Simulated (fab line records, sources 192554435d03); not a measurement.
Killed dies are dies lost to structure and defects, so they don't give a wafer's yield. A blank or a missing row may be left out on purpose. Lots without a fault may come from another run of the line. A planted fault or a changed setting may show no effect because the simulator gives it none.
A struck lot beside a sound one | flow n5_finfet | 38 steps out of a route of 1938
Sound: wafers L994.1, L994.4, L994.6. Struck: wafers L983.2, L983.3, L983.6. The cause comes at the end.
At each step with rows: each side's tool, then ch and its chambers, then its first start. Under that, the readings that differ: sound wafers | struck wafers | difference of the means | sigmas: that difference in standard deviations of wafers without a fault.
alike: readings whose means differ by less than 2 such deviations, and words and numbers that are the same on both sides. not compared: withheld readings, readings that some wafer has no value for, bounds like >300 that may hide the same value, and numbers for which the record gives no deviation and whose values overlap.
The two part at a step that has a row with sigmas, a row that says differs or no value, or rows on one side only. Numbers that don't overlap but have no deviation are shown without sigmas and don't part them. A reading that every wafer of one side lacks parts them only if that side has two wafers or more.

first, 9 steps without rows for these wafers: N5_BEOL_M4_ANNEAL_95 (time 240 s); N5_BEOL_M4_SPUTTER_96 (material Cu, target thk 4.5 nm, time 8.29 s); N5_BEOL_M4_ECD_50 (material Cu, target thk 300 nm); N5_BEOL_M4_ANNEAL_51 (time 90 s); N5_BEOL_M4_CMP_52 (polishes, stops on SiOC, t overpolish 6.8 s, target thk 40 nm); N5_BEOL_M4_PRE_CLEAN_60 (time 15 s); N5_BEOL_M4_CO_CAP_55 (material Co, precursor CCTBA/H2, target thk 2 nm, time 102.1 s); N5_BEOL_M4_PRE_CLEAN_56 (time 15 s); N5_BEOL_M4_DEP_57 (deposits SiCN from 3MS/NH3, target thk 8 nm, time 14 s).
N5_BEOL_M4_RC_MEAS_101:
  sound on prober-01 ch 0, day 13 17:37; struck on prober-01 ch 0, day 10 00:03
  reading       | sound          | struck         | difference | sigmas
  ION_P (uA/um) | 450 447 451    | 466 474 469    | +20        | +3
  VT_P (mV)     | -251 -256 -257 | -252 -248 -244 | +7         | +2
  alike: DIBL_N, DIBL_P, IOFF_N, IOFF_P, ION_N, SS_N, SS_P, VT_N
then, 24 steps without rows for these wafers: N5_BEOL_M5_ILD_DEP_00 (deposits SiCOH lowk from DEMS/porogen, target thk 140.64 nm, time 25.9 s); N5_BEOL_M5_CURE_79 (cures SiCOH lowk, time 240 s); N5_BEOL_M5_PECVD_70 (deposits SiO2 from TEOS/O2, target thk 16 nm, time 18 s); N5_BEOL_M5_HM_DEP_02 (deposits TiN, target thk 20 nm); N5_BEOL_M5_COAT_59 (time 60 s, resist thk 60 nm); N5_BEOL_M5_COAT_60 (time 60 s, resist thk 12 nm); N5_BEOL_M5_COAT_71 (time 60 s, resist thk 5 nm); N5_BEOL_M5_COAT_05 (resist thk 30 nm); N5_BEOL_M5_EBR_07; N5_BEOL_M5_SOFTBAKE_06 (time 60 s); N5_BEOL_M5_EXPOSE_08 (exposes mask M5, target cd 28 nm); N5_BEOL_M5_PEB_09 (peb time 60 s); N5_BEOL_M5_DEVELOP_10 (develop time 30 s); N5_BEOL_M5_DESCUM_16 (chemistry O2, time 7 s); N5_BEOL_M5_ETCH_72 (etches underlayer in N2/H2, target depth 6.5 nm, time 5.2 s); N5_BEOL_M5_ETCH_61 (etches SiARC in CF4, target depth 15.6 nm, time 26 s); N5_BEOL_M5_ETCH_62 (etches SOC in N2/H2, target depth 75 nm, overetch 15 nm, time 112.5 s); N5_BEOL_M5_STRIP_63 (strips in N2/H2); N5_BEOL_M5_STRIP_73 (strips in N2/H2); N5_BEOL_M5_STRIP_64 (strips in CF4); N5_BEOL_M5_HM_OPEN_17 (chemistry Cl2/BCl3, target TiN, target depth 20 nm, overetch 6 nm); N5_BEOL_M5_STRIP_19 (strips in O2); N5_BEOL_M5_COAT_65 (time 60 s, resist thk 60 nm); N5_BEOL_M5_COAT_66 (time 60 s, resist thk 12 nm).
N5_BEOL_M8_TRENCH_ETCH_37: etches SiCOH lowk in C4F6/O2, target depth 93.478 nm, time 31.2 s.
  sound on rie_diel-01 ch 0,2,3, day 15 05:36; struck on rie_diel-01 ch 0,1,3, day 11 11:55
  no value came back on the struck wafers for any of 7 readings (C4F6_flow_sccm (sccm), O2_flow_sccm (sccm) and others); on the sound wafers C4F6_flow_sccm (sccm) reads 10.013 9.973 10.056
  reading                                    | sound          | struck         | difference | sigmas
  model.TiN_of_BEOL_M8_HM_DEP_02.thk_nm (nm) | 17.4 17.4 17.6 | 20.4 20.2 20.2 | +2.8       |
  not compared: rf_hours_counter_h
N5_BEOL_M8_OCD_MEAS_38:
  sound on ocd-02, day 15 05:46; struck on ocd-01, day 11 12:04
  reading              | sound          | struck    | difference | sigmas
  trench_depth_nm (nm) | 95.4 91.1 93.1 | 0.3 0.3 0 | -93.0      | -52
N5_BEOL_M8_CMP_52: polishes, stops on SiCOH lowk, t overpolish 6.9 s, target thk 80 nm.
  sound on cmp-03 ch 1,3, day 15 08:25; struck on cmp-01 ch 0,1,3, day 11 14:41
  reading                                | sound          | struck  | difference | sigmas
  model.Cu_of_BEOL_M8_ECD_50.thk_nm (nm) | 82.2 77.2 78.8 | 0 0.2 0 | -79        |
  alike: edge_zone_pressure_frac, motor_current_A, slurry_filter_dp_kPa
  not compared: pad_life_wafers
-- the record jumps here: 3 days lie between the struck wafers' starts before and after (it left off in module BEOL_M8 and takes up again in module PASSIVATION, whose first step shown is number 1936 of the route) --
N5_PASSIVATION_PROBE_49:
  sound on prober-01, day 18 08:36; struck on prober-01, day 14 03:43
  reading                  | sound          | struck         | difference | sigmas
  defect_limited_yield (%) | 90.4 91.4 91.4 | 0 0 0          | -91        | -65
  killed_at_M4_up          | 20 5 13        | 1071 1088 1100 | +1074      | +99 or more
  killed_dies              | 113 101 102    | 1180 1180 1180 | +1075      | +63
  killed_on_rim            | 11 18 14       | 152 152 152    | +138       | +32
  sort_bin_5_function (%)  | 5.9 4.9 5.1    | 95.7 95.8 97.2 | +90.9      | +94
  sort_n_pass              | 1067 1079 1078 | 0 0 0          | -1075      | -63
  sort_yield_pct (%)       | 90.4 91.4 91.4 | 0 0 0          | -91        | -65
  alike: killed_at_M0_to_M3, killed_at_contacts, killed_at_front_end, killed_at_other, killed_open, killed_short, sort_bin_6_memory

WHERE THEY PART
First at N5_BEOL_M4_RC_MEAS_101; last, within this record, at N5_PASSIVATION_PROBE_49.

WHY: what the simulator had put in
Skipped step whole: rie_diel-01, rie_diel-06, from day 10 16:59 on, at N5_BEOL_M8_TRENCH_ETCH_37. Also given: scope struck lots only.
